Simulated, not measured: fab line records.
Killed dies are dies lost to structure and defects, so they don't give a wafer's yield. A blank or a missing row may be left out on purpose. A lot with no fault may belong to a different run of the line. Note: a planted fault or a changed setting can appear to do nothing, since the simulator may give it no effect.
Comparing a struck lot with a sound one    flow n5 finfet    15 steps out of a route of 1938
Sound: the wafers L646.2, L646.3, L646.5. Struck: wafer L664.1. (L664.3 of the same lot was not struck and is left out.) The cause comes at the end.
For every step that has rows: the tool of each side, followed by ch and its chambers, followed by its first start. Under that, the readings that differ: sound wafers    struck wafers    difference of the means    sigmas: that difference in standard deviations of wafers without a fault.
alike: words and numbers the same on both sides, and readings whose means are apart by under 2 such deviations; not compared: readings that were withheld, readings missing a value for some wafer, numbers with overlapping values and no deviation given by the record, and bounds like >300 which may hide the same value.
A row with sigmas, a row that says differs or no value, or rows on one side alone: a step with any of these is where the two part. When numbers do not overlap yet have no deviation, they are printed without sigmas and do not part them. A reading missing from all wafers of one side parts the sides only when that side holds two or more wafers.

N5_BEOL_M3_ANNEAL_87: time 240 s.
  sound on pvd sputter-03 at day 8 10:34; struck on pvd sputter-01 at day 13 00:58
  alike: heater power w
then, 1 step without rows for these wafers: N5_BEOL_M3_SPUTTER_88 (material Cu, target thk 4.5 nm, time 8.29 s).
N5_BEOL_M3_ANNEAL_89: time 240 s.
  sound on pvd sputter-03 at day 8 10:47; struck on pvd sputter-01 at day 13 01:11
  alike: heater power w
then, 1 step without rows for these wafers: N5_BEOL_M3_SPUTTER_90 (material Cu, target thk 4.5 nm, time 8.29 s).
N5_BEOL_M3_ANNEAL_91: time 240 s.
  sound on pvd sputter-03 at day 8 11:00; struck on pvd sputter-01 at day 13 01:24
  alike: heater power w
then, 1 step without rows for these wafers: N5_BEOL_M3_SPUTTER_92 (material Cu, target thk 4.5 nm, time 8.29 s).
N5_BEOL_M3_ANNEAL_93: time 240 s.
  sound on pvd sputter-03 at day 8 11:13; struck on pvd sputter-01 at day 13 01:37
  alike: heater power w
then, 2 steps without rows for these wafers: N5_BEOL_M3_SPUTTER_94 (material Cu, target thk 4.5 nm, time 8.29 s); N5_BEOL_M3_ANNEAL_95 (time 240 s).
N5_BEOL_M3_SPUTTER_96: material Cu, target thk 4.5 nm, time 8.29 s.
  sound on pvd sputter-03 at day 8 11:35; struck on pvd sputter-01 at day 13 01:59
  alike: substrate temp c, throttle valve pct
then, 2 steps without rows for these wafers: N5_BEOL_M3_ECD_50 (material Cu, target thk 300 nm); N5_BEOL_M3_ANNEAL_51 (time 90 s).
N5_BEOL_M3_CMP_52: polishes, stops on SiOC, t overpolish 6.8 s, target thk 40 nm.
  sound on cmp-02 ch 0,2, day 8 12:07; struck on cmp-01 ch 3, day 13 02:37
reading                                       sound           struck  difference  sigmas
barrier field endpoint s (s)                  24.7 25.1 24.6  13.5    -11.3       -24
time to endpoint s (s)                        62.9 62.8 62.5  37.9    -24.8       -12
model.Cu_of_BEOL_M3_ECD_50.thk nm (nm)        40.2 38 42.2    34.6    -5.5        
model.SiOC_of_BEOL_M3_ILD_DEP_00.thk nm (nm)  76.6 75.2 77.6  70.4    -6.1        
  alike: clearing platen down force psi, motor current A, overpolish run s
N5_BEOL_M4_RC_MEAS_101:
  sound on prober-02 ch 0, day 9 01:25; struck on prober-01 ch 0, day 13 16:47
reading         sound              struck  difference  sigmas
DIBL_N (mV/V)   35.8 36.1 37.1     38.7    +2.4        +2
DIBL_P (mV/V)   34.9 34.4 36.4     38.7    +3.5        +2
IOFF_N (nA/um)  0.150 0.140 0.168  0.226   +0.073      +3
IOFF_P (nA/um)  0.161 0.152 0.188  0.232   +0.065      +2
ION_N (uA/um)   666 663 675        698     +30         +3
ION_P (uA/um)   450 448 455        466     +15         +2
SS_N (mV/dec)   71.3 70.9 71.0     72.6    +1.5        +3
VT_N (mV)       251.0 253.1 249.0  243.9   -7.1        -3
VT_P (mV)       -257 -256 -252     -249    +6          +2
  alike: SS_P
-- the record jumps here: 4 days lie between the struck wafers' starts before and after (it left off in module BEOL_M4 and takes up again in module PASSIVATION, whose first step shown is number 1936 of the route) --
N5_PASSIVATION_PROBE_49:
  only the struck wafers here have rows in the record (prober-01, day 18 04:29); the sound ones have none

WHERE THEY PART
Earliest at N5_BEOL_M3_CMP_52; latest, in this record, at N5_PASSIVATION_PROBE_49.

WHY: what had been put in by the simulator
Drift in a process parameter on cmp-01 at N5_BEOL_M3_CMP_52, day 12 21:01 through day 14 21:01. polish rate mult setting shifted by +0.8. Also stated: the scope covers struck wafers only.
